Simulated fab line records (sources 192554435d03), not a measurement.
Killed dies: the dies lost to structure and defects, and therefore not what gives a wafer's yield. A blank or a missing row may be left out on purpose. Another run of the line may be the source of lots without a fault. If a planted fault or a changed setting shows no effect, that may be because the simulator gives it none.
fab line records | flow n5-finfet
record: lots: 24 wafers: 72 last-day: 18
route steps=1938 shown GATE_CUT@514 MOL_CONTACT_COAG@526
lots untouched by any fault: they come from a run of this same line in which no faults occurred
start-h: start of the lot's first displayed wafer, in hours after the record's first day | wait-h: hours since the lot's step before | " identical to the entry in the row above | L1.1+2: one row covering several wafers at once | - value missing, or start not given | * or withheld: withheld | < > ~ a bound
route shown NAME@n: NAME is a module with steps in the file, n the number in the route of the first one | usual: average and standard deviation across the fault-free wafers | same: alike in all rows | chamber/n: place in a boat | sites: per-site readings | _std_site: their standard deviation | _edge_site: outer sites' mean less inner sites' | radius-mm: for every site, how far away it sits from the centre of the wafer | mask NAME#n: copy n | behind: the tool/chamber that last shaped the wafer | hold: reason for holding the lot/hours on hold/outcome of the hold | device: the n, p or np transistor that did not switch | end of line: tests of these same wafers at the route's end | a step given without rows: its recipe and nothing more | killed: count of dies lost to structure and defects at first sort (not the wafer's yield) | map: shows each die of a wafer: x if killed, . if not, _ if none is there
set.NAME: the setting as run; set.NAME@STEP: as run at that earlier step | model.NAME: the simulator's own value behind a step, which no gauge read
a sample of lots followed through the steps of the route, with each step as a table and each wafer as a row
services: the hour from which a tool's chamber was out of use, counted from the record's first day as start-h (under 0 if before that day), plus the number of hours and why
== steps ==
step: N5_GATE_CUT_CMP_61
recipe: stop-on: SiNx t-overpolish-s: 3 post-cmp-clean: alkaline-brush down-force-psi: 4 platen-rpm: 27.09 pad-velocity-m-s: 0.539
usual: motor-current-A: 12.0/0.89
columns lot.wafer tool chamber start-h wait-h motor-current-A
L074.2 cmp-04 2 89.83 0.4 13.2
L074.3 " 3 " " 12.4
L074.6 " 2 " " 13.3
L075.3 cmp-04 1 91.03 0.3 11.7
L075.1 " 3 " " 12.7
L075.5 " 0 " " 11.4
L076.2 cmp-04 3 101.44 0.3 13.0
L076.5 " 1 " " 11.4
L076.6 " 2 " " 13.1
L077.2 cmp-04 1 102.71 0.4 11.3
L077.3 " 3 " " 13.0
L077.6 " 1 " " 11.8
L078.3 cmp-04 2 110.20 0.3 13.2
L078.2 " 3 " " 12.5
L078.6 " 0 " " 11.4
L079.1 cmp-04 0 116.67 0.4 10.9
L079.2 " 2 " " 13.3
L079.5 " 0 " " 11.5
L080.1 cmp-04 0 124.77 0.4 11.9
L080.4 " 3 " " 12.7
L080.5 " 1 " " 11.6
L081.3 cmp-04 3 135.56 0.3 13.2
L081.4 " 0 " " 11.9
L081.6 " 2 " " 13.1
L082.2 cmp-02 1 135.91 0.4 10.6
L082.1 " 3 " " 12.1
L082.4 " 0 " " 12.8
L083.3 cmp-04 2 142.25 0.4 13.1
L083.1 " 3 " " 13.0
L083.5 " 2 " " 13.1
L084.4 cmp-02 2 144.00 0.3 12.1
L084.3 " 3 " " 12.0
L084.6 " 1 " " 10.0
L085.3 cmp-04 2 150.84 0.3 13.2
L085.5 " 1 " " 12.0
L085.6 " 2 " " 13.2
L086.1 cmp-04 1 158.59 0.4 12.0
L086.3 " 2 " " 12.5
L086.4 " 0 " " 11.2
L087.4 cmp-03 1 164.73 0.3 10.8
L087.3 " 3 " " 12.2
L087.5 " 0 " " 12.2
L088.1 cmp-02 1 169.80 0.4 10.2
L088.3 " 2 " " 11.2
L088.4 " 3 " " 12.3
L089.2 cmp-02 3 178.91 0.3 12.3
L089.4 " 1 " " 10.3
L089.5 " 2 " " 11.7
L090.1 cmp-04 0 184.20 0.4 11.0
L090.3 " 1 " " 12.2
L090.5 " 1 " " 11.8
L091.3 cmp-02 3 193.90 0.4 12.2
L091.5 " 3 " " 11.8
L091.6 " 0 " " 11.7
L093.4 cmp-04 2 201.55 0.4 12.9
L093.2 " 1 " " 12.7
L093.6 " 3 " " 13.1
L092.1 cmp-04 3 208.40 0.4 12.6
L092.3 " 1 " " 11.3
L092.2 " 2 " " 13.0
L094.3 cmp-04 1 212.24 0.3 12.1
L094.6 " 3 " " 12.7
L094.5 " 0 " " 11.6
L095.1 cmp-04 3 216.52 0.4 13.1
L095.3 " 1 " " 11.5
L095.6 " 3 " " 12.4
L096.4 cmp-02 1 219.53 0.4 10.3
L096.1 " 2 " " 11.4
L096.5 " 1 " " 10.2
L097.3 cmp-02 0 226.61 0.3 11.7
L097.1 " 2 " " 11.2
L097.6 " 3 " " 12.0
step: N5_GATE_CUT_INSPECT_26
recipe: inspect-instrument: darkfield mode: post-cmp
usual: raw-defect-count: 40/16
columns lot.wafer tool chamber start-h wait-h raw-defect-count
L074.2 defect-inspect-02 - 90.06 0.0 45
L074.3 " - " " 36
L074.6 " - " " 45
L075.1 defect-inspect-01 - 91.23 0.0 28
L075.3 " - " " 85
L075.5 " - " " 54
L076.2 defect-inspect-01 - 101.61 0.0 17
L076.5 " - " " 21
L076.6 " - " " 15
L077.2 defect-inspect-01 - 102.94 0.0 64
L077.3 " - " " 94
L077.6 " - " " 66
L078.2 defect-inspect-01 - 110.37 0.0 48
L078.3 " - " " 44
L078.6 " - " " 18
L079.1 defect-inspect-02 - 116.90 0.0 33
L079.2 " - " " 26
L079.5 " - " " 23
L080.1 defect-inspect-01 - 125.00 0.0 49
L080.4 " - " " 52
L080.5 " - " " 51
L081.3 defect-inspect-02 - 135.76 0.0 38
L081.4 " - " " 20
L081.6 " - " " 28
L082.1 defect-inspect-01 - 136.14 0.0 41
L082.2 " - " " 35
L082.4 " - " " 55
L083.1 defect-inspect-01 - 142.48 0.0 25
L083.3 " - " " 49
L083.5 " - " " 28
L084.3 defect-inspect-02 - 144.20 0.0 11
L084.4 " - " " 22
L084.6 " - " " 24
L085.3 defect-inspect-02 - 151.04 0.0 28
L085.5 " - " " 18
L085.6 " - " " 38
L086.1 defect-inspect-02 - 158.83 0.0 44
L086.3 " - " " 31
L086.4 " - " " 39
L087.3 defect-inspect-01 - 164.93 0.0 16
L087.4 " - " " 30
L087.5 " - " " 68
L088.1 defect-inspect-02 - 170.03 0.0 40
L088.3 " - " " 30
L088.4 " - " " 43
L089.2 defect-inspect-01 - 179.11 0.0 31
L089.4 " - " " 30
L089.5 " - " " 27
L090.1 defect-inspect-01 - 184.43 0.0 36
L090.3 " - " " 49
L090.5 " - " " 12
L091.3 defect-inspect-02 - 194.13 0.0 25
L091.5 " - " " 24
L091.6 " - " " 23
L093.2 defect-inspect-02 - 201.78 0.0 37
L093.4 " - " " 50
L093.6 " - " " 43
L092.1 defect-inspect-02 - 208.63 0.0 27
L092.2 " - " " 43
L092.3 " - " " 44
L094.3 defect-inspect-01 - 212.41 0.0 30
L094.5 " - " " 20
L094.6 " - " " 48
L095.1 defect-inspect-02 - 216.75 0.0 49
L095.3 " - " " 43
L095.6 " - " " 70
L096.1 defect-inspect-02 - 219.76 0.0 46
L096.4 " - " " 81
L096.5 " - " " 39
L097.1 defect-inspect-02 - 226.81 0.0 71
L097.3 " - " " 51
L097.6 " - " " 47
step: N5_MOL_CONTACT_COAG_CD_MEAS_08
recipe: target-cd-nm: 28 landing-energy-ev: 500 detector: se-inlens polarity: opening
usual: cd-nm: 27.96/0.25
same: landing-energy-ev: 500
columns lot.wafer tool chamber start-h wait-h cd-nm
L074.2 cd-sem-02 0 90.48 - 27.87
L074.3 " 0 " " 28.42
L074.6 " 0 " " 28.04
L075.1 cd-sem-02 0 91.66 - 27.77
L075.3 " 0 " " 27.60
L075.5 " 0 " " 27.96
L076.2 cd-sem-01 0 101.91 - 28.21
L076.5 " 0 " " 28.13
L076.6 " 0 " " 28.21
L077.2 cd-sem-02 0 103.36 - 27.77
L077.3 " 0 " " 28.15
L077.6 " 0 " " 27.95
L078.2 cd-sem-03 0 110.80 - 28.29
L078.3 " 0 " " 28.08
L078.6 " 0 " " 27.79
L079.1 cd-sem-03 0 117.20 - 28.12
L079.2 " 0 " " 27.90
L079.5 " 0 " " 28.16
L080.1 cd-sem-02 0 125.42 - 28.27
L080.4 " 0 " " 27.96
L080.5 " 0 " " 27.97
L081.3 cd-sem-02 0 136.20 - 27.67
L081.4 " 0 " " 27.95
L081.6 " 0 " " 28.06
L082.1 cd-sem-02 0 136.44 - 28.07
L082.2 " 0 " " 27.74
L082.4 " 0 " " 27.86
L083.1 cd-sem-01 0 142.78 - 27.88
L083.3 " 0 " " 28.00
L083.5 " 0 " " 28.18
L084.3 cd-sem-02 0 144.50 - 27.80
L084.4 " 0 " " 28.08
L084.6 " 0 " " 28.11
L085.3 cd-sem-01 0 151.34 - 28.23
L085.5 " 0 " " 28.04
L085.6 " 0 " " 28.30
L086.1 cd-sem-03 0 159.25 - 27.63
L086.3 " 0 " " 27.85
L086.4 " 0 " " 27.03
L087.3 cd-sem-02 0 165.41 - 28.20
L087.4 " 0 " " 27.72
L087.5 " 0 " " 28.09
L088.1 cd-sem-03 0 170.33 - 27.80
L088.3 " 0 " " 28.14
L088.4 " 0 " " 28.27
L089.2 cd-sem-01 0 179.54 - 27.81
L089.4 " 0 " " 27.40
L089.5 " 0 " " 27.99
L090.1 cd-sem-03 0 184.73 - 27.71
L090.3 " 0 " " 28.37
L090.5 " 0 " " 28.39
L091.3 cd-sem-01 0 194.56 - 27.94
L091.5 " 0 " " 27.98
L091.6 " 0 " " 27.82
L093.2 cd-sem-01 0 202.08 - 27.89
L093.4 " 0 " " 28.27
L093.6 " 0 " " 28.26
L092.1 cd-sem-02 0 208.93 - 28.03
L092.2 " 0 " " 27.61
L092.3 " 0 " " 28.10
L094.3 cd-sem-03 0 212.84 - 27.75
L094.5 " 0 " " 27.89
L094.6 " 0 " " 27.62
L095.1 cd-sem-01 0 217.17 - 27.94
L095.3 " 0 " " 27.64
L095.6 " 0 " " 27.68
L096.1 cd-sem-01 0 220.05 - 27.49
L096.4 " 0 " " 28.02
L096.5 " 0 " " 27.72
L097.1 cd-sem-03 0 227.11 - 27.91
L097.3 " 0 " " 27.93
L097.6 " 0 " " 27.72
step: N5_MOL_CONTACT_COAG_ETCH_105
recipe: chemistry: CF4 target: SiARC target-depth-a: 156 mask-material: CAR-EUV time-s: 26 ion-energy-ev: 80 pressure-mtorr: 40 source-w: 545 bias-w: 36 Ar_flow_sccm: 100 cf4-flow-sccm: 100 ends: cleared
usual: drypump-motor-current-A: 5.7/0.44 etch-rf-on-time-s: 25.9/0.4 oes-product-au: 0.70/0.078 rf-vpp-V: 184.2/1.2 showerhead-plenum-p-Torr: 2.16/0.067 throttle-valve-pct: 15.51/0.21
columns lot.wafer tool chamber start-h wait-h drypump-motor-current-A etch-rf-on-time-s oes-product-au rf-hours-counter-h rf-vpp-V showerhead-plenum-p-Torr throttle-valve-pct
L074.2 rie-diel-04 0 90.66 0.0 5.2 26.0 0.57 233 184.2 2.12 15.51
L074.3 " 2 " " 5.8 25.3 0.62 211 183.6 2.12 15.76
L074.6 " 2 " " 5.8 25.3 0.61 - 183.5 2.12 15.75
L075.1 rie-diel-02 3 91.83 0.0 5.7 26.4 0.60 244 184.2 2.19 15.64
L075.3 " 2 " " 6.2 25.9 0.74 48 185.9 2.25 15.28
L075.5 " 1 " " 5.2 25.9 0.79 - 182.9 2.18 15.40
L076.2 rie-diel-04 1 102.10 0.0 5.3 25.2 0.81 10 184.4 2.18 15.29
L076.5 " 0 " " 5.2 26.0 0.58 - 183.5 2.12 15.53
L076.6 " 3 " " 6.5 25.9 0.63 - 184.7 2.21 15.61
L077.2 rie-diel-05 3 103.57 0.0 5.2 25.8 0.81 10 185.0 2.29 15.46
L077.3 " 2 " " 6.5 26.2 0.61 215 184.7 2.22 16.00
L077.6 " 1 " " 5.6 25.3 0.78 - 184.0 2.10 15.51
L078.2 rie-diel-02 0 111.02 0.0 5.8 26.5 0.63 163 182.9 2.05 15.54
L078.3 " 1 " " 5.3 26.1 0.77 28 184.9 2.18 15.39
L078.6 " 1 " " 5.3 26.1 0.77 - 184.4 2.18 15.40
L079.1 rie-diel-04 3 117.57 0.0 6.5 25.9 0.63 177 186.1 2.21 15.61
L079.2 " 0 " " 5.2 25.9 0.58 242 182.5 2.12 15.54
L079.5 " 1 " " 5.4 25.3 0.81 - 183.9 2.18 15.31
L080.1 rie-diel-02 0 125.60 0.0 5.8 26.5 0.63 170 182.3 2.05 15.58
L080.4 " 1 " " 5.2 26.4 0.76 - 186.6 2.18 15.41
L080.5 " 2 " " 6.2 26.6 0.71 - 186.1 2.25 15.29
L081.3 rie-diel-04 2 136.83 0.0 5.8 25.6 0.60 225 183.8 2.11 15.79
L081.4 " 3 " " 6.5 26.1 0.62 182 185.0 2.21 15.61
L081.6 " 2 " " 5.7 25.6 0.61 - 183.1 2.11 15.80
L082.1 rie-diel-05 3 136.87 0.0 5.2 25.7 0.79 20 186.5 2.29 15.48
L082.2 " 0 " " 5.7 26.1 0.80 11 183.2 2.09 15.33
L082.4 " 2 " " 6.5 26.7 0.60 226 183.7 2.21 16.00
L083.1 rie-diel-04 2 142.95 0.0 5.8 25.0 0.61 227 183.0 2.11 15.79
L083.3 " 0 " " 5.2 25.9 0.57 250 183.0 2.12 15.56
L083.5 " 3 " " 6.5 25.7 0.63 - 185.5 2.21 15.64
L084.3 rie-diel-02 2 144.73 0.0 6.2 26.3 0.71 67 185.0 2.24 15.33
L084.4 " 3 " " 5.7 26.3 0.82 4 184.1 2.19 15.16
L084.6 " 0 " " 5.8 26.6 0.62 - 183.6 2.05 15.56
L085.3 rie-diel-05 0 151.58 0.0 5.8 25.8 0.79 16 183.3 2.09 15.34
L085.5 " 0 " " 5.8 25.9 0.78 - 184.4 2.09 15.33
L085.6 " 1 " " 5.6 25.6 0.74 - 183.4 2.10 15.55
L086.1 rie-diel-05 1 159.43 0.0 5.6 25.4 0.74 39 183.1 2.09 15.55
L086.3 " 3 " " 5.2 25.7 0.77 28 187.7 2.28 15.51
L086.4 " 0 " " 5.8 25.6 0.79 19 182.7 2.09 15.33
L087.3 rie-diel-02 1 165.58 0.0 5.3 25.9 0.74 50 183.2 2.17 15.42
L087.4 " 2 " " 6.2 26.1 0.70 74 184.1 2.24 15.33
L087.5 " 1 " " 5.3 25.9 0.75 - 183.7 2.17 15.44
L088.1 rie-diel-02 2 170.51 0.0 6.2 26.1 0.70 76 187.1 2.24 15.34
L088.3 " 1 " " 5.2 26.1 0.73 52 183.7 2.17 15.45
L088.4 " 0 " " 5.8 26.2 0.62 188 183.0 2.04 15.60
L089.2 rie-diel-04 2 179.71 0.0 5.8 25.7 0.59 241 182.8 2.11 15.80
L089.4 " 1 " " 5.4 25.5 0.76 - 184.8 2.17 15.36
L089.5 " 2 " " 5.7 25.5 0.60 - 181.8 2.11 15.84
L090.1 rie-diel-04 1 184.90 0.0 5.3 25.6 0.76 42 185.2 2.17 15.36
L090.3 " 3 " " 6.5 25.8 0.62 205 185.5 2.20 15.65
L090.5 " 1 " " 5.4 25.4 0.76 - 183.9 2.17 15.37
L091.3 rie-diel-04 0 194.73 0.0 5.2 25.8 0.81 2 183.9 2.11 15.08
L091.5 " 3 " " 6.5 26.0 0.61 - 185.3 2.20 15.67
L091.6 " 2 " " 5.8 25.6 0.59 - 182.9 2.11 15.83
L093.2 rie-diel-05 1 202.27 0.0 5.6 25.5 0.72 54 184.7 2.09 15.55
L093.4 " 0 " " 5.8 25.9 0.76 33 183.4 2.08 15.36
L093.6 " 1 " " 5.6 25.5 0.72 - 183.0 2.09 15.58
L092.1 rie-diel-02 3 209.10 0.0 5.7 26.0 0.76 27 185.8 2.18 15.21
L092.2 " 0 " " 5.8 26.5 0.62 202 183.1 2.04 15.63
L092.3 " 2 " " 6.2 25.9 0.69 89 184.6 2.23 15.36
L094.3 rie-diel-05 1 213.01 0.0 5.6 25.3 0.73 57 184.0 2.09 15.58
L094.5 " 3 " " 5.2 25.6 0.75 - 184.9 2.28 15.54
L094.6 " 1 " " 5.6 25.5 0.72 - 185.6 2.09 15.59
L095.1 rie-diel-05 0 217.42 0.0 5.8 26.1 0.75 41 182.2 2.08 15.38
L095.3 " 3 " " 5.2 26.1 0.74 48 185.5 2.28 15.55
L095.6 " 0 " " 5.8 26.2 0.74 - 182.1 2.08 15.37
L096.1 rie-diel-02 1 220.23 0.0 5.2 26.2 0.71 70 184.3 2.16 15.47
L096.4 " 3 " " 5.7 26.1 0.75 30 184.5 2.18 15.22
L096.5 " 2 " " 6.2 25.8 0.69 - 187.5 2.23 15.36
L097.1 rie-diel-04 3 227.32 0.0 6.5 25.7 0.60 220 186.5 2.19 15.69
L097.3 " 1 " " 5.4 25.3 0.74 55 185.3 2.16 15.39
L097.6 " 3 " " 6.5 25.7 0.61 - 185.3 2.19 15.70
step: N5_MOL_CONTACT_COAG_ANNEAL_113
recipe: temp-c: 400 time-s: 300 ambient: H2/N2
usual: lamp-power-pct: 3.33/0.25 wafer_temp_C_max: 402.5/1.2
columns lot.wafer tool chamber start-h wait-h lamp-power-pct wafer_temp_C_max
L074.2 rtp-anneal-01 0 94.59 0.5 3.06 401.5
L074.3 " 0 " " 3.06 401.6
L074.6 " 0 " " 3.06 401.4
L075.1 rtp-anneal-02 0 95.48 0.4 3.56 403.4
L075.3 " 0 " " 3.55 404.8
L075.5 " 0 " " 3.55 402.8
L076.2 rtp-anneal-01 0 105.31 0.6 3.05 401.8
L076.5 " 0 " " 3.06 401.7
L076.6 " 0 " " 3.06 401.1
L077.2 rtp-anneal-01 0 108.04 0.6 3.06 401.5
L077.3 " 0 " " 3.06 401.2
L077.6 " 0 " " 3.05 401.4
L078.2 rtp-anneal-01 0 115.49 0.6 3.06 401.4
L078.3 " 0 " " 3.06 401.2
L078.6 " 0 " " 3.06 401.1
L079.1 rtp-anneal-02 0 121.19 0.3 3.55 403.3
L079.2 " 0 " " 3.56 404.6
L079.5 " 0 " " 3.55 402.6
L080.1 rtp-anneal-02 0 130.40 0.3 3.55 402.5
L080.4 " 0 " " 3.55 402.8
L080.5 " 0 " " 3.55 404.4
L081.3 rtp-anneal-01 0 139.90 0.6 3.06 401.0
L081.4 " 0 " " 3.06 401.2
L081.6 " 0 " " 3.06 401.5
L082.1 rtp-anneal-02 0 140.20 0.3 3.55 403.4
L082.2 " 0 " " 3.55 403.9
L082.4 " 0 " " 3.55 402.8
L083.1 rtp-anneal-01 0 147.05 0.7 3.06 401.3
L083.3 " 0 " " 3.05 401.4
L083.5 " 0 " " 3.06 401.1
L084.3 rtp-anneal-02 0 147.67 0.9 3.55 403.0
L084.4 " 0 " " 3.56 403.8
L084.6 " 0 " " 3.56 402.9
L085.3 rtp-anneal-02 0 155.27 0.6 3.56 403.1
L085.5 " 0 " " 3.55 403.6
L085.6 " 0 " " 3.55 402.9
L086.1 rtp-anneal-02 0 163.91 0.3 3.55 402.9
L086.3 " 0 " " 3.55 403.5
L086.4 " 0 " " 3.55 403.8
L087.3 rtp-anneal-02 0 168.49 0.7 3.55 404.3
L087.4 " 0 " " 3.55 403.1
L087.5 " 0 " " 3.55 404.2
L088.1 rtp-anneal-02 0 175.17 0.3 3.55 403.4
L088.3 " 0 " " 3.55 403.3
L088.4 " 0 " " 3.56 403.3
L089.2 rtp-anneal-02 0 182.68 0.5 3.56 405.4
L089.4 " 0 " " 3.56 403.7
L089.5 " 0 " " 3.55 403.9
L090.1 rtp-anneal-01 0 188.80 0.3 3.06 401.5
L090.3 " 0 " " 3.06 401.2
L090.5 " 0 " " 3.06 401.2
L091.3 rtp-anneal-01 0 199.41 0.6 3.06 401.3
L091.5 " 0 " " 3.06 401.2
L091.6 " 0 " " 3.07 401.0
L093.2 rtp-anneal-01 0 205.89 0.5 3.06 400.8
L093.4 " 0 " " 3.06 401.2
L093.6 " 0 " " 3.06 400.9
L092.1 rtp-anneal-02 0 213.77 0.4 3.55 404.1
L092.2 " 0 " " 3.56 404.5
L092.3 " 0 " " 3.55 403.0
L094.3 rtp-anneal-01 0 218.04 0.6 3.06 401.1
L094.5 " 0 " " 3.07 401.5
L094.6 " 0 " " 3.07 401.0
L095.1 rtp-anneal-02 0 221.12 0.3 3.55 403.1
L095.3 " 0 " " 3.55 402.8
L095.6 " 0 " " 3.56 403.1
L096.1 rtp-anneal-02 0 224.62 0.5 3.55 404.0
L096.4 " 0 " " 3.56 403.0
L096.5 " 0 " " 3.55 403.4
L097.1 rtp-anneal-01 0 229.87 0.3 3.06 401.4
L097.3 " 0 " " 3.06 401.5
L097.6 " 0 " " 3.06 400.9
step: N5_MOL_CONTACT_COAG_CVD_140
recipe: material: W target-thk-a: 665 mode: selective-fill temp-c: 300 time-s: 215
usual: heater-power-w: 510/21
columns lot.wafer tool chamber start-h wait-h heater-power-w
L074.2 cvd-w-02 0 103.81 0.1 522
L074.3 " 0 " " 524
L074.6 " 0 " " 525
L075.1 cvd-w-01 1 104.73 0.1 539
L075.3 " 1 " " 537
L075.5 " 1 " " 540
L076.2 cvd-w-01 1 114.96 0.1 529
L076.5 " 0 " " 500
L076.6 " 1 " " 554
L077.2 cvd-w-01 1 117.86 0.1 520
L077.3 " 1 " " 551
L077.6 " 0 " " 515
L078.2 cvd-w-02 1 124.27 0.1 487
L078.3 " 0 " " 516
L078.6 " 0 " " 513
L079.1 cvd-w-01 0 130.62 0.1 504
L079.2 " 1 " " 526
L079.5 " 1 " " 536
L080.1 cvd-w-02 0 139.74 0.1 520
L080.4 " 1 " " 472
L080.5 " 0 " " 527
L081.3 cvd-w-02 1 148.52 0.1 495
L081.4 " 0 " " 530
L081.6 " 0 " " 512
L082.1 cvd-w-01 1 148.70 0.1 543
L082.2 " 0 " " 499
L082.4 " 0 " " 483
L083.1 cvd-w-01 0 154.56 0.1 493
L083.3 " 0 " " 496
L083.5 " 0 " " 493
L084.3 cvd-w-02 1 155.99 0.1 480
L084.4 " 0 " " 527
L084.6 " 0 " " 524
L085.3 cvd-w-01 0 164.93 0.2 502
L085.5 " 0 " " 504
L085.6 " 0 " " 488
L086.1 cvd-w-01 1 172.29 0.1 534
L086.3 " 0 " " 503
L086.4 " 1 " " 538
L087.3 cvd-w-01 0 176.61 0.1 509
L087.4 " 1 " " 530
L087.5 " 0 " " 499
L088.1 cvd-w-01 0 185.80 0.1 492
L088.3 " 0 " " 499
L088.4 " 1 " " 535
L089.2 cvd-w-01 1 197.04 0.1 526
L089.4 " 0 " " 500
L089.5 " 1 " " 551
L090.1 cvd-w-02 0 198.76 0.1 521
L090.3 " 0 " " 535
L090.5 " 0 " " 521
L091.3 cvd-w-01 0 208.09 0.1 510
L091.5 " 0 " " 498
L091.6 " 1 " " 547
L093.2 cvd-w-02 0 214.77 0.1 526
L093.4 " 1 " " 492
L093.6 " 1 " " 483
L092.1 cvd-w-02 0 223.53 0.1 520
L092.2 " 1 " " 483
L092.3 " 1 " " 476
L094.3 cvd-w-01 1 225.94 0.1 535
L094.5 " 0 " " 502
L094.6 " 1 " " 545
L095.1 cvd-w-02 0 229.77 0.1 531
L095.3 " 0 " " 524
L095.6 " 0 " " 531
L096.1 cvd-w-02 1 234.71 0.1 488
L096.4 " 0 " " 514
L096.5 " 1 " " 490
L097.1 cvd-w-01 0 237.28 0.1 505
L097.3 " 1 " " 535
L097.6 " 0 " " 481
== services ==
columns tool chamber start-h hours kind
cvd-w-01 0 68.89 3.5 repair
cmp-03 - 78.46 2.4 repair
cvd-w-01 - 83.29 2.8 pm
cmp-03 - 84.40 12.4 pm
rie-diel-02 - 93.56 0.3 repair
cmp-03 - 98.44 2.0 repair
rtp-anneal-02 - 100.84 8.3 pm
rtp-anneal-02 - 112.75 4.5 pm
cmp-03 - 113.38 2.4 repair
cvd-w-01 1 152.46 13.0 repair
cmp-02 - 157.47 4.0 pm
cmp-04 - 160.14 5.4 pm
rie-diel-04 0 163.15 - clean
rie-diel-04 0 163.15 - consumable-replace:focus-ring
rie-diel-04 0 163.15 21.2 scheduled-down
rie-diel-04 0 163.15 21.2 vent-cycle
rie-diel-04 2 165.46 6.9 repair
cmp-02 - 167.32 0.3 repair
cmp-02 - 182.42 8.2 pm
rie-diel-04 0 212.51 4.9 repair
rie-diel-04 2 214.43 1.4 repair
cmp-03 - 218.16 5.0 pm
cmp-03 - 229.65 4.0 pm
cmp-02 - 231.85 0.3 repair
== key ==
fault none
